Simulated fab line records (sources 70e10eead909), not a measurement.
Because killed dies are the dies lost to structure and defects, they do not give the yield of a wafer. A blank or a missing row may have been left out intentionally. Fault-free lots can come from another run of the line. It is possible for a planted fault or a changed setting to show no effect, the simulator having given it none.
Chamber matching / flow nandHarc / 3 sister chambers for NHARC_A_SGD_CUT_DEP_00 on pecvd-01
The step deposits SiNx, target thk 50 nm. 14 wafers are shown with their chamber, then 7 later ones without.

== WAFERS, EACH WITH ITS CHAMBER ==
wafer=L075.1; chamber=0; heaterPowerW (W)=881
wafer=L075.2; chamber=2; heaterPowerW (W)=625
wafer=L075.4; chamber=0; heaterPowerW (W)=854
wafer=L074.3; chamber=2; heaterPowerW (W)=671
wafer=L074.4; chamber=1; heaterPowerW (W)=557
wafer=L074.6; chamber=2; heaterPowerW (W)=669
wafer=L076.1; chamber=2; heaterPowerW (W)=674
wafer=L076.4; chamber=1; heaterPowerW (W)=657
wafer=L076.6; chamber=0; heaterPowerW (W)=772
wafer=L083.1; chamber=1; heaterPowerW (W)=604
wafer=L083.2; chamber=0; heaterPowerW (W)=789
wafer=L083.6; chamber=2; heaterPowerW (W)=600
wafer=L082.1; chamber=2; heaterPowerW (W)=678
wafer=L082.2; chamber=1; heaterPowerW (W)=667

SIGNATURES (means of the wafers above)
reading=heaterPowerW; chamber 0=824.00; chamber 1=621.25; chamber 2=652.83; scatter within a chamber=43.8
Rule: a wafer lies at a distance from a chamber equal to the root of the sum of squares, over the readings, of (its reading less the chamber's mean, divided by the reading's scatter). If the next closest chamber is less than 2 further off than the closest, the wafer can't be placed; otherwise it belongs to the closest. The scatter: the root of (the sum of the squares of (reading less its chamber's mean) over the shown wafers, divided by (wafers less chambers)).

== WAFERS WHOSE CHAMBER IS MISSING ==
wafer=L082.6; heaterPowerW (W)=719
wafer=L092.1; heaterPowerW (W)=632
wafer=L092.3; heaterPowerW (W)=753
wafer=L092.6; heaterPowerW (W)=604
wafer=L093.1; heaterPowerW (W)=574
wafer=L093.4; heaterPowerW (W)=833
wafer=L093.6; heaterPowerW (W)=562

== WHICH CHAMBER EACH ONE RAN IN ==
wafer=L082.6; from the rows above=can't be placed: 2 or 1 or 0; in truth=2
wafer=L092.1; from the rows above=can't be placed: 1 or 2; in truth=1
wafer=L092.3; from the rows above=can't be placed: 0 or 2 or 1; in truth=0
wafer=L092.6; from the rows above=can't be placed: 1 or 2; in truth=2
wafer=L093.1; from the rows above=can't be placed: 1 or 2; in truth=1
wafer=L093.4; from the rows above=0; in truth=0
wafer=L093.6; from the rows above=can't be placed: 1 or 2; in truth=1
Correct placement for 1 of the 7. These rows do not allow placing 6 (true chamber among the candidates in 6). 0 placed wrongly.
